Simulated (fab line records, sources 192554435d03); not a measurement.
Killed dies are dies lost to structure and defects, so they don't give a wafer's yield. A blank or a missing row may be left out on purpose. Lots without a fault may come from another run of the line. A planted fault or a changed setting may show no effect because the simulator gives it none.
fab line records | flow n5_finfet
record lots=7 wafers=39
route steps=1938 shown FIN_SAQP@125 DUMMY_GATE@234 SD_EPI_P@321 SD_ACTIVATION@330 MOL_CONTACT_COAG@547 BEOL_M0_SAQP@638
start_h: hours from the record's first day to the start of the lot's first wafer shown | wait_h: hours since the lot's step before | " the same as in the row above | L1.1+2: a row that stands for several wafers | - no value, or no start given | * or withheld: withheld | < > ~ a bound
route shown NAME@n: a module of which the file shows steps, and the number in the route of the first | usual: mean/standard deviation of fault-free wafers | same: alike in all rows | chamber/n: place in a boat | sites: the reading at each site | _std_site: their standard deviation | _edge_site: outer sites' mean less inner sites' | radius_mm: how far each site lies from the wafer's centre | mask NAME#n: copy n | behind: the tool/chamber that last shaped the wafer | hold: why the lot was held/for how many hours/how that ended | device: the transistor (n, p or np) that didn't switch | end of line: the same wafers' tests at the end of the route | a step without rows: its recipe alone | killed: dies lost to structure and defects at the first sort, not the wafer's yield | map: a wafer's dies, x killed, . not, _ none there
set.NAME: the setting as run; set.NAME@STEP: as run at that earlier step | model.NAME: the simulator's own value behind a step, which no gauge read
lots whose settings were changed on purpose; a table a step, a row a wafer
## steps
# step N5_FIN_SAQP_SPACER1_ALD_24
# recipe material=SiO2 target_thk_a=203 temp_c=300 ald_precursor_family=BDEAS ald_co_reactant=O2-plasma pulse_time_s=1 purge_time_s=2 co_reactant_purge_time_s=2 ald_cycles=218 pressure_torr=2
# columns lot.wafer tool chamber start_h wait_h set.ald_cycles model.SiO2_of_FIN_SAQP_SPACER1_ALD_24.thk_nm
L086.1+3+4 ald_sin-01 1,2,3 97.81 1.1 218 20.2
L086.2+5+6 " 0,1,2 " " 181 16.8
L087.2 ald_sin-03 2 104.27 0.3 218 20.4
L087.4+6 " 2,0 " " 218 20.2
L090.1+4 ald_sin-01 1,0 121.05 0.7 218 20.4
L090.2 " 2 " " 333 31.2
L090.3+6 " 3,1 " " 333 31
L090.5 " 0 " " 218 20.6
L094.1+2+4+5 ald_sin-03 2,3,0,1 142.56 0.3 218 20.4
L094.3+6 " 1,0 " " 218 20.2
L095.1+2+3+4 ald_sin-04 1,2,0,3 149.54 0.5 218 20.2
L095.5+6 " 1,0 " " 218 20.4
L096.1+4 ald_sin-01 3,2 156.08 0.9 218 20.2
L096.2+3+5+6 " 0,1,1,2 " " 218 20.4
L097.1+6 ald_sin-01 0 161.18 0.5 218 20.4
L097.2 " 3 " " 218 20.2
L097.3+4+5 " 2,1,3 " " 102 9.6
# step N5_FIN_SAQP_SPACER1_ETCHBACK_25
# recipe chemistry=CHF3/O2 mode=anisotropic_etchback target=SiO2 target_depth_a=244 time_s=12.2 pressure_mtorr=30 source_w=650 bias_w=170 Ar_flow_sccm=200 CHF3_flow_sccm=50 O2_flow_sccm=5 ion_energy_ev=200
# step N5_FIN_SAQP_MANDREL1_REMOVE_56
# recipe chemistry=HBr/Cl2/O2 bt_time_s=10 target=a-Si stop_on=SiNx endpoint=OES-SiCl over_etch_frac=1 icp_w=600 bias_w=22 HBr_flow_sccm=150 Cl2_flow_sccm=80 O2_flow_sccm=5 pressure_mtorr=10
# columns lot.wafer tool chamber start_h wait_h set.ald_cycles@FIN_SAQP_SPACER1_ALD_24 model.FIN_SAQP.cd_nm
L086.1+3+4 rie_si-03 2,0,3 98.63 0.1 218 20.2
L086.2+5+6 " 1,1,0 " " 181 16.8
L087.2+4 rie_si-03 1,0 105.08 0.1 218 20.4
L087.6 " 3 " " 218 20.2
L090.1 rie_si-03 1 121.85 0.1 218 20.2
L090.2 " 0 " " 333 31.2
L090.3+6 " 2,0 " " 333 31
L090.4+5 " 3 " " 218 20.4
L094.1+2+4+6 rie_si-03 2,1,0,0 143.37 0.1 218 20.4
L094.3+5 " 3,1 " " 218 20.2
L095.1+2 rie_si-06 0,2 150.34 0.1 218 20.2
L095.3+4+6 " 1,3,0 " " 218 20.4
L095.5 " 1 " " 218 20.6
L096.1+2+3+5+6 rie_si-03 0,2,1,3,2 156.90 0.1 218 20.4
L096.4 " 3 " " 218 20.2
L097.1+6 rie_si-01 3,1 161.99 0.1 218 20.4
L097.2 " 0 " " 218 20.2
L097.3+5 " 2 " " 102 9.6
L097.4 " 1 " " 102 9.4
# step N5_FIN_SAQP_CD_MEAS_27
# recipe target_cd_nm=20 landing_energy_ev=1000 detector=se_inlens polarity=line
# usual cd_nm=20.36/0.23
# columns lot.wafer tool chamber start_h wait_h set.ald_cycles@FIN_SAQP_SPACER1_ALD_24 cd_nm
L086.1 cd_sem-03 0 98.73 0.1 218 20.07
L086.2 " 0 " " 181 16.81
L086.3 " 0 " " 218 20.20
L086.4 " 0 " " 218 19.79
L086.5 " 0 " " 181 16.84
L086.6 " 0 " " 181 16.63
L087.2 cd_sem-02 0 105.19 0.1 218 20.48
L087.4 " 0 " " 218 20.61
L087.6 " 0 " " 218 20.34
L090.1 cd_sem-03 0 121.96 0.1 218 20.19
L090.2 " 0 " " 333 31.59
L090.3 " 0 " " 333 31.00
L090.4 " 0 " " 218 20.06
L090.5 " 0 " " 218 20.48
L090.6 " 0 " " 333 30.87
L094.1 cd_sem-02 0 143.48 0.1 218 20.33
L094.2 " 0 " " 218 20.65
L094.3 " 0 " " 218 20.25
L094.4 " 0 " " 218 20.34
L094.5 " 0 " " 218 20.30
L094.6 " 0 " " 218 20.58
L095.1 cd_sem-03 0 150.45 0.1 218 20.32
L095.2 " 0 " " 218 20.26
L095.3 " 0 " " 218 20.60
L095.4 " 0 " " 218 20.43
L095.5 " 0 " " 218 20.21
L095.6 " 0 " " 218 20.40
L096.1 cd_sem-03 0 157.01 0.1 218 20.02
L096.2 " 0 " " 218 20.19
L096.3 " 0 " " 218 20.38
L096.4 " 0 " " 218 20.24
L096.5 " 0 " " 218 20.50
L096.6 " 0 " " 218 20.57
L097.1 cd_sem-01 0 162.10 0.1 218 20.63
L097.2 " 0 " " 218 20.48
L097.3 " 0 " " 102 9.66
L097.4 " 0 " " 102 9.85
L097.5 " 0 " " 102 9.47
L097.6 " 0 " " 218 20.61
# step N5_DUMMY_GATE_DESCUM_20
# recipe chemistry=O2 time_s=6.2 source_power_w=50 bias_power_w=20 pressure_mtorr=20 rf_frequency_hz=2.712e+07 temp_c=40 resist=CAR-EUV o2_flow_sccm=225
# columns lot.wafer tool chamber start_h wait_h set.time_s model.CAR-EUV_of_DUMMY_GATE_COAT_09.thk_nm
L086.1+2+3 rie_diel-04 2,0,3 125.27 0.0 6.2 26.6
L086.4+5+6 " 1,1,0 " " 9.188 25.2
L087.2+4+6 rie_diel-05 0,3,3 126.29 0.1 6.2 26.6
L090.1+3 rie_diel-02 0,2 144.32 0.0 2.514 28.4
L090.2+6 " 3,2 " " 6.2 26.6
L090.4 " 3 " " 6.2 26.4
L090.5 " 0 " " 2.514 28.2
L094.1+2+3+4+5+6 rie_diel-02 0,1,2,3,0,3 168.95 0.0 6.2 26.4
L095.1+6 rie_diel-04 0,3 172.06 0.0 6.2 26.4
L095.2+3+4 " 1,2,3 " " 9.471 24.8
L095.5 " 0 " " 6.2 26.6
L096.1+2+3+4+6 rie_diel-05 2,0,3,1,2 178.22 0.0 6.2 26.4
L096.5 " 1 " " 6.2 26.6
L097.1+4 rie_diel-04 2,3 187.91 0.0 6.2 26.4
L097.2+3+5 " 1,0,2 " " 5.006 27
L097.6 " 1 " " 6.2 26.6
# step N5_DUMMY_GATE_ETCH_29
# recipe chemistry=N2/H2 target=underlayer target_depth_a=130 ion_energy_ev=200 pressure_mtorr=30 source_w=840 bias_w=150 n2_flow_sccm=200 h2_flow_sccm=200
# step N5_DUMMY_GATE_ETCH_36
# recipe chemistry=CF4 target=SiARC target_depth_a=130 pressure_mtorr=40 source_w=545 bias_w=36 Ar_flow_sccm=100 cf4_flow_sccm=100 ion_energy_ev=80
# columns lot.wafer tool chamber start_h wait_h set.time_s@DUMMY_GATE_DESCUM_20 model.CAR-EUV_of_DUMMY_GATE_COAT_09.thk_nm
L086.1+3 rie_diel-04 2,3 125.37 0.0 6.2 11.4
L086.2 " 0 " " 6.2 11.8
L086.4+5 " 1 " " 9.188 10.6
L086.6 " 0 " " 9.188 10.4
L087.2+6 rie_diel-05 0,3 126.39 0.0 6.2 11.4
L087.4 " 3 " " 6.2 11.2
L090.1 rie_diel-02 0 144.43 0.0 2.514 13.4
L090.2+4 " 3 " " 6.2 10.8
L090.3+5 " 2,0 " " 2.514 13.2
L090.6 " 2 " " 6.2 11.4
L094.1+3 rie_diel-02 0,2 169.06 0.0 6.2 11.2
L094.2 " 1 " " 6.2 10.8
L094.4+6 " 3 " " 6.2 10.6
L094.5 " 0 " " 6.2 11.4
L095.1+5 rie_diel-04 0 172.16 0.0 6.2 11
L095.2 " 1 " " 9.471 10.2
L095.3 " 2 " " 9.471 9.4
L095.4 " 3 " " 9.471 9.6
L095.6 " 3 " " 6.2 11.4
L096.1+2+3+6 rie_diel-05 2,0,3,2 178.32 0.0 6.2 11.2
L096.4+5 " 1 " " 6.2 12
L097.1 rie_diel-04 2 188.01 0.0 6.2 11
L097.2 " 1 " " 5.006 12.4
L097.3+5 " 0,2 " " 5.006 11.6
L097.4 " 3 " " 6.2 11.4
L097.6 " 1 " " 6.2 11.8
# step N5_SD_EPI_P_EPI_21
# recipe material=SiGe:B dopant=B temp_c=550 pressure_torr=20 ambient=H2 time_s=355
# columns lot.wafer tool chamber start_h wait_h set.epi_growth_time_s model.SiGe-B_of_SD_EPI_P_EPI_21.thk_nm
L086.1+3 epi_rpcvd-04 0 134.29 0.1 431.4 68.8
L086.2 " 0 " " 355 60.2
L086.4 " 0 " " 355 59.6
L086.5 " 0 " " 431.4 69
L086.6 " 0 " " 355 60.6
L087.2 epi_rpcvd-01 0 137.16 0.5 355 59.6
L087.4 " 0 " " 355 59.4
L087.6 " 0 " " 355 60.2
L090.1 epi_rpcvd-01 0 152.45 0.1 281.4 52.4
L090.2 " 0 " " 355 61.2
L090.3 " 0 " " 355 61.4
L090.4 " 0 " " 355 61
L090.5 " 0 " " 281.4 53.2
L090.6 " 0 " " 281.4 52.6
L094.1 epi_rpcvd-04 0 177.28 0.2 463.1 73.2
L094.2+4 " 0 " " 355 62
L094.3 " 0 " " 463.1 74.2
L094.5 " 0 " " 463.1 74.4
L094.6 " 0 " " 355 61.8
L095.1 epi_rpcvd-01 0 180.82 0.1 355 61.2
L095.2 " 0 " " 565.6 84
L095.3 " 0 " " 355 60.6
L095.4 " 0 " " 565.6 82.4
L095.5 " 0 " " 565.6 83.2
L095.6 " 0 " " 355 60
L096.1 epi_rpcvd-01 0 187.17 0.1 535 82
L096.2 " 0 " " 535 81
L096.3 " 0 " " 355 61.4
L096.4 " 0 " " 535 81.6
L096.5 " 0 " " 355 61.8
L096.6 " 0 " " 355 62
L097.1+2+3 epi_rpcvd-01 0 198.04 0.1 355 61.6
L097.4 " 0 199.12 1.1 355 62.2
L097.5 " 0 " " 355 62.4
L097.6 " 0 " " 355 61.8
# step N5_SD_EPI_P_EPI_MEAS_23
# recipe mode=xrd
# usual thk_nm=60.8/1.3
# columns lot.wafer tool chamber start_h wait_h set.epi_growth_time_s@SD_EPI_P_EPI_21 thk_nm
L086.1 film_metro-02 - 136.49 1.8 431.4 68.3
L086.2 " - " " 355 60.2
L086.3 " - " " 431.4 68.9
L086.4 " - " " 355 58.0
L086.5 " - " " 431.4 69.0
L086.6 " - " " 355 62.0
L087.2 film_metro-02 - 139.00 1.5 355 59.6
L087.4 " - " " 355 58.5
L087.6 " - " " 355 60.3
L090.1 film_metro-02 - 154.64 1.8 281.4 51.4
L090.2 " - " " 355 60.4
L090.3 " - " " 355 60.5
L090.4 " - " " 355 60.9
L090.5 " - " " 281.4 52.5
L090.6 " - " " 281.4 51.8
L094.1 film_metro-01 - 180.20 2.4 463.1 73.9
L094.2 " - " " 355 61.6
L094.3 " - " " 463.1 75.0
L094.4 " - " " 355 62.3
L094.5 " - " " 463.1 75.8
L094.6 " - " " 355 61.7
L095.1 film_metro-02 - 183.02 1.8 355 59.5
L095.2 " - " " 565.6 84.0
L095.3 " - " " 355 59.9
L095.4 " - " " 565.6 83.2
L095.5 " - " " 565.6 83.2
L095.6 " - " " 355 60.2
L096.1 film_metro-01 - 189.38 1.9 535 82.8
L096.2 " - " " 535 81.9
L096.3 " - " " 355 60.5
L096.4 " - " " 535 82.4
L096.5 " - " " 355 60.4
L096.6 " - " " 355 61.6
L097.1 film_metro-01 - 200.23 1.8 355 62.1
L097.2 " - " " 355 60.6
L097.3 " - " " 355 62.7
L097.4 " - " " 355 62.1
L097.5 " - " " 355 64.3
L097.6 " - " " 355 61.0
# step N5_SD_EPI_P_HM_STRIP_48
# recipe chemistry=H3PO4 temp_c=160 material=SiNx target=SiNx target_depth_a=30 overetch_fraction=0.3
# step N5_SD_EPI_P_SRD_49
# recipe dry=ipa_marangoni time_s=30 temp_c=23 rinse_liquid=diw
# step N5_SD_ACTIVATION_RTA_00
# recipe temp_c=975 time_s=0 ambient=N2 idle_temp_c=600 ramp_up_c_per_s=150 ramp_down_c_per_s=60 cool_to_c=600
# step N5_SD_ACTIVATION_LSA_01
# recipe temp_c=1080 time_s=0.0008 ambient=N2
# step N5_SD_ACTIVATION_RS_MEAS_03
# recipe thk_meas_gauge=four-point-probe
# usual RS_SD_N=21.92/0.28 RS_SD_P=56.3/1.1
# columns lot.wafer tool chamber start_h wait_h set.epi_growth_time_s@SD_EPI_P_EPI_21 RS_SD_N[ohm/sq] RS_SD_P[ohm/sq]
L086.1 film_metro-01 - 137.50 0.2 431.4 21.59 48.6
L086.2 " - " " 355 21.98 56.0
L086.3 " - " " 431.4 22.00 49.2
L086.4 " - " " 355 21.70 56.2
L086.5 " - " " 431.4 21.76 49.0
L086.6 " - " " 355 22.04 55.1
L087.2 film_metro-02 - 139.67 0.2 355 22.26 57.5
L087.4 " - " " 355 21.79 57.8
L087.6 " - " " 355 22.10 57.7
L090.1 film_metro-02 - 155.33 0.2 281.4 21.75 64.7
L090.2 " - " " 355 21.78 55.7
L090.3 " - " " 355 21.87 55.3
L090.4 " - " " 355 21.73 55.7
L090.5 " - " " 281.4 21.71 63.4
L090.6 " - " " 281.4 21.79 64.2
L094.1 film_metro-02 - 180.96 0.2 463.1 21.94 47.6
L094.2 " - " " 355 21.82 56.1
L094.3 " - " " 463.1 21.89 46.5
L094.4 " - " " 355 21.64 55.7
L094.5 " - " " 463.1 22.08 46.9
L094.6 " - " " 355 21.46 55.6
L095.1 film_metro-01 - 183.65 0.2 355 21.38 55.5
L095.2 " - " " 565.6 21.40 40.3
L095.3 " - " " 355 21.38 55.5
L095.4 " - " " 565.6 22.02 41.1
L095.5 " - " " 565.6 21.57 41.0
L095.6 " - " " 355 21.51 56.2
L096.1 film_metro-02 - 190.09 0.2 535 22.27 41.9
L096.2 " - " " 535 22.31 42.1
L096.3 " - " " 355 22.15 55.8
L096.4 " - " " 535 22.02 42.1
L096.5 " - " " 355 22.23 55.4
L096.6 " - " " 355 22.09 55.5
L097.1 film_metro-01 - 200.85 0.2 355 21.97 54.6
L097.2 " - " " 355 21.89 54.1
L097.3 " - " " 355 22.21 53.8
L097.4 " - " " 355 22.20 53.8
L097.5 " - " " 355 22.27 53.6
L097.6 " - " " 355 21.88 54.0
# step N5_MOL_CONTACT_COAG_SPUTTER_143
# recipe material=Co target_thk_a=25 temp_c=25 chamber_pressure_pa=0.2
# columns lot.wafer tool chamber start_h wait_h set.target_thk_a model.Co_of_MOL_CONTACT_COAG_SPUTTER_143.thk_nm
L086.1+5 pvd_sputter-02 - 173.02 0.0 25 2.6
L086.2+3+4+6 " - " " 25 2.4
L087.2+4+6 pvd_sputter-03 - 175.63 0.0 25 2.6
L090.1+3 pvd_sputter-03 - 189.79 0.0 25 2.6
L090.2 " - " " 25 2.4
L090.4+5 " - " " 34.73 3.4
L090.6 " - " " 34.73 3.6
L094.1 pvd_sputter-03 - 214.16 0.0 25 2.6
L094.2+3+4+5+6 " - " " 25 2.8
L095.1+5 pvd_sputter-01 - 217.34 0.0 25 2.6
L095.2 " - " " 30.78 3
L095.3 " - " " 25 2.4
L095.4+6 " - " " 30.78 3.2
L096.1+2+4+6 pvd_sputter-02 - 221.78 0.0 25 2.6
L096.3+5 " - " " 25 2.4
L097.1 pvd_sputter-02 - 234.97 0.0 25 2.4
L097.2+3+4+5+6 " - " " 25 2.6
# step N5_BEOL_M0_SAQP_PECVD_04
# recipe material=a-Si target_thk_a=600 temp_c=350 precursor=SiH4/He pressure_torr=3 rf_w=100 time_s=60.2
# columns lot.wafer tool chamber start_h wait_h set.time_s model.a-Si_of_BEOL_M0_SAQP_PECVD_04.thk_nm
L086.1 pecvd-01 2 189.64 0.0 93.14 91.8
L086.2 " 1 " " 93.14 92.2
L086.3 " 0 " " 60.2 60
L086.4 " 2 " " 60.2 60.4
L086.5 " 1 " " 60.2 60.6
L086.6 " 0 " " 93.14 93.6
L087.2 pecvd-02 0 193.86 0.0 60.2 60.2
L087.4+6 " 0,2 " " 60.2 60.4
L090.1 pecvd-04 1 204.81 0.0 25.02 25.4
L090.2 " 0 " " 25.02 24.8
L090.3 " 2 " " 60.2 60.2
L090.4 " 1 " " 60.2 60.4
L090.5 " 0 " " 25.02 25.2
L090.6 " 2 " " 60.2 61
L094.1+3 pecvd-01 0,2 228.99 0.0 60.2 59.8
L094.2 " 1 " " 60.2 59.4
L094.4 " 1 " " 60.2 60.2
L094.5 " 2 " " 60.2 60.4
L094.6 " 0 " " 60.2 60.8
L095.1 pecvd-01 0 231.50 0.0 43.41 43.2
L095.2 " 2 " " 43.41 43.4
L095.3 " 1 " " 60.2 60
L095.4+6 " 0,2 " " 60.2 61.2
L095.5 " 1 " " 43.41 44.2
L096.1 pecvd-02 2 236.62 0.0 24.37 23.4
L096.2 " 0 " " 24.37 24.2
L096.3 " 1 " " 60.2 59.4
L096.4 " 1 " " 60.2 59.8
L096.5 " 2 " " 24.37 24.8
L096.6 " 0 " " 60.2 60.2
L097.1 pecvd-02 0 248.43 0.0 42.46 41.4
L097.2 " 2 " " 60.2 59.4
L097.3 " 1 " " 42.46 42.2
L097.4 " 2 " " 60.2 60
L097.5 " 1 " " 42.46 42.8
L097.6 " 0 " " 60.2 60.6
# step N5_BEOL_M0_SAQP_THK_MEAS_05
# usual thk_nm=60.0/0.7
# columns lot.wafer tool chamber start_h wait_h set.time_s@BEOL_M0_SAQP_PECVD_04 thk_nm
L086.1 film_metro-02 - 189.74 0.1 93.14 91.7
L086.2 " - " " 93.14 92.2
L086.3 " - " " 60.2 60.0
L086.4 " - " " 60.2 60.5
L086.5 " - " " 60.2 60.6
L086.6 " - " " 93.14 93.7
L087.2 film_metro-02 - 193.96 0.1 60.2 60.2
L087.4 " - " " 60.2 60.5
L087.6 " - " " 60.2 60.5
L090.1 film_metro-02 - 204.90 0.1 25.02 25.5
L090.2 " - " " 25.02 24.7
L090.3 " - " " 60.2 60.1
L090.4 " - " " 60.2 60.3
L090.5 " - " " 25.02 25.1
L090.6 " - " " 60.2 61.0
L094.1 film_metro-02 - 229.09 0.1 60.2 59.7
L094.2 " - " " 60.2 59.4
L094.3 " - " " 60.2 59.8
L094.4 " - " " 60.2 60.3
L094.5 " - " " 60.2 60.5
L094.6 " - " " 60.2 60.8
L095.1 film_metro-02 - 231.60 0.1 43.41 43.2
L095.2 " - " " 43.41 43.5
L095.3 " - " " 60.2 59.9
L095.4 " - " " 60.2 61.1
L095.5 " - " " 43.41 44.1
L095.6 " - " " 60.2 61.1
L096.1 film_metro-01 - 236.72 0.1 24.37 23.5
L096.2 " - " " 24.37 24.2
L096.3 " - " " 60.2 59.4
L096.4 " - " " 60.2 59.8
L096.5 " - " " 24.37 24.9
L096.6 " - " " 60.2 60.3
L097.1 film_metro-02 - 248.53 0.1 42.46 41.4
L097.2 " - " " 60.2 59.3
L097.3 " - " " 42.46 42.3
L097.4 " - " " 60.2 60.2
L097.5 " - " " 42.46 42.8
L097.6 " - " " 60.2 60.6
# step N5_BEOL_M0_SAQP_HM_DEP_111
# recipe material=SiO2 target_thk_a=120 temp_c=400 precursor=SiH4/N2O pressure_torr=0.75 rf_w=275 time_s=7.2
# step N5_BEOL_M0_SAQP_COAT_81
# recipe resist=SOC temp_c=250 time_s=60 spin_rpm=1500 resist_thk_nm=100
# step N5_BEOL_M0_SAQP_HM_OPEN_112
# recipe chemistry=CHF3/O2 target=SiO2 stop_on=a-Si target_depth_a=120 over_etch_frac=1.25 mask_material=SOC time_s=13.5 pressure_mtorr=30 source_w=650 bias_w=170 Ar_flow_sccm=200 CHF3_flow_sccm=50 O2_flow_sccm=5 ion_energy_ev=200 ends=end_point
# step N5_BEOL_M0_SAQP_STRIP_113
# recipe chemistry=CHF3/O2 resist=SiARC rf_frequency_hz=6e+07
# step N5_BEOL_M0_SAQP_MANDREL_ETCH_20
# recipe target_depth_a=600 chemistry=HBr/Cl2 target=a-Si stop_on=SiNx bt_time_s=10 mask_material=SOC over_etch_frac=0.5 time_s=30 pressure_mtorr=10 icp_w=800 bias_w=75 HBr_flow_sccm=150 Cl2_flow_sccm=80 ends=end_point
# usual oes_product_au=0.772/0.0098
# columns lot.wafer tool chamber start_h wait_h set.time_s@BEOL_M0_SAQP_PECVD_04 oes_product_au model.etch.depth_nm
L086.1 rie_si-04 2 190.66 0.0 93.14 0.977 88.98
L086.2 " 3 " " 93.14 0.987 90.69
L086.3 " 1 " " 60.2 0.785 59.96
L086.4 " 3 " " 60.2 0.778 60.43
L086.5 " 2 " " 60.2 0.774 60.57
L086.6 " 1 " " 93.14 1.000 86.75
L087.2 rie_si-04 2 194.83 0.0 60.2 0.767 60.11
L087.4 " 2 " " 60.2 0.760 60.41
L087.6 " 3 " " 60.2 0.773 60.4
L090.1 rie_si-02 0 205.77 0.0 25.02 0.517 25.38
L090.2 " 3 " " 25.02 0.506 24.74
L090.3 " 1 " " 60.2 0.768 60.13
L090.4 " 2 " " 60.2 0.770 60.33
L090.5 " 2 " " 25.02 0.521 25.11
L090.6 " 3 " " 60.2 0.768 61.01
L094.1 rie_si-02 1 229.84 0.0 60.2 0.768 59.71
L094.2 " 3 " " 60.2 0.755 59.33
L094.3 " 0 " " 60.2 0.771 59.8
L094.4 " 1 " " 60.2 0.782 60.23
L094.5 " 3 " " 60.2 0.771 60.45
L094.6 " 0 " " 60.2 0.787 60.78
L095.1 rie_si-02 0 232.44 0.0 43.41 0.666 43.19
L095.2 " 3 " " 43.41 0.653 43.45
L095.3 " 1 " " 60.2 0.774 59.93
L095.4 " 3 " " 60.2 0.774 61.12
L095.5 " 0 " " 43.41 0.658 44.12
L095.6 " 1 " " 60.2 0.782 61.13
L096.1 rie_si-02 0 237.44 0.0 24.37 0.503 23.43
L096.2 " 1 " " 24.37 0.494 24.2
L096.3 " 3 " " 60.2 0.762 59.45
L096.4 " 0 " " 60.2 0.770 59.72
L096.5 " 3 " " 24.37 0.506 24.82
L096.6 " 1 " " 60.2 0.777 60.26
L097.1 rie_si-02 1 249.37 0.0 42.46 0.628 41.4
L097.2 " 2 " " 60.2 0.769 59.24
L097.3 " 0 " " 42.46 0.642 42.26
L097.4 " 1 " " 60.2 0.775 60.04
L097.5 " 2 " " 42.46 0.644 42.74
L097.6 " 0 " " 60.2 0.776 60.47
## key
split step=N5_FIN_SAQP_SPACER1_ALD_24 setting=ald_cycles stated=218 by=wafer
response step=N5_FIN_SAQP_SPACER1_ALD_24 reading=model.SiO2_of_FIN_SAQP_SPACER1_ALD_24.thk_nm change=+0.201 per=1% r=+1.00
response step=N5_FIN_SAQP_MANDREL1_REMOVE_56 reading=model.FIN_SAQP.cd_nm change=+0.203 per=1% r=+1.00
response step=N5_FIN_SAQP_CD_MEAS_27 reading=cd_nm change=+0.205 per=1% r=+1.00
split step=N5_DUMMY_GATE_DESCUM_20 setting=time_s stated=6.2 by=wafer
response step=N5_DUMMY_GATE_DESCUM_20 reading=model.CAR-EUV_of_DUMMY_GATE_COAT_09.thk_nm change=-0.0303 per=1% r=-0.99
response step=N5_DUMMY_GATE_ETCH_36 reading=model.CAR-EUV_of_DUMMY_GATE_COAT_09.thk_nm change=-0.0295 per=1% r=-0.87
split step=N5_SD_EPI_P_EPI_21 setting=epi_growth_time_s stated=355 by=wafer
response step=N5_SD_EPI_P_EPI_21 reading=model.SiGe-B_of_SD_EPI_P_EPI_21.thk_nm change=+0.389 per=1% r=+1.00
response step=N5_SD_EPI_P_EPI_MEAS_23 reading=thk_nm change=* per=1% r=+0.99
response step=N5_SD_ACTIVATION_RS_MEAS_03 reading=RS_SD_P change=-0.273 per=1% r=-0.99
split step=N5_MOL_CONTACT_COAG_SPUTTER_143 setting=target_thk_a stated=25 by=wafer
response step=N5_MOL_CONTACT_COAG_SPUTTER_143 reading=model.Co_of_MOL_CONTACT_COAG_SPUTTER_143.thk_nm change=+0.0245 per=1% r=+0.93
split step=N5_BEOL_M0_SAQP_PECVD_04 setting=time_s stated=60.2 by=wafer
response step=N5_BEOL_M0_SAQP_PECVD_04 reading=model.a-Si_of_BEOL_M0_SAQP_PECVD_04.thk_nm change=+0.6 per=1% r=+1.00
response step=N5_BEOL_M0_SAQP_THK_MEAS_05 reading=thk_nm change=* per=1% r=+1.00
response step=N5_BEOL_M0_SAQP_MANDREL_ETCH_20 reading=oes_product_au change=+0.00427 per=1% r=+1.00
response step=N5_BEOL_M0_SAQP_MANDREL_ETCH_20 reading=model.etch.depth_nm change=+0.582 per=1% r=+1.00
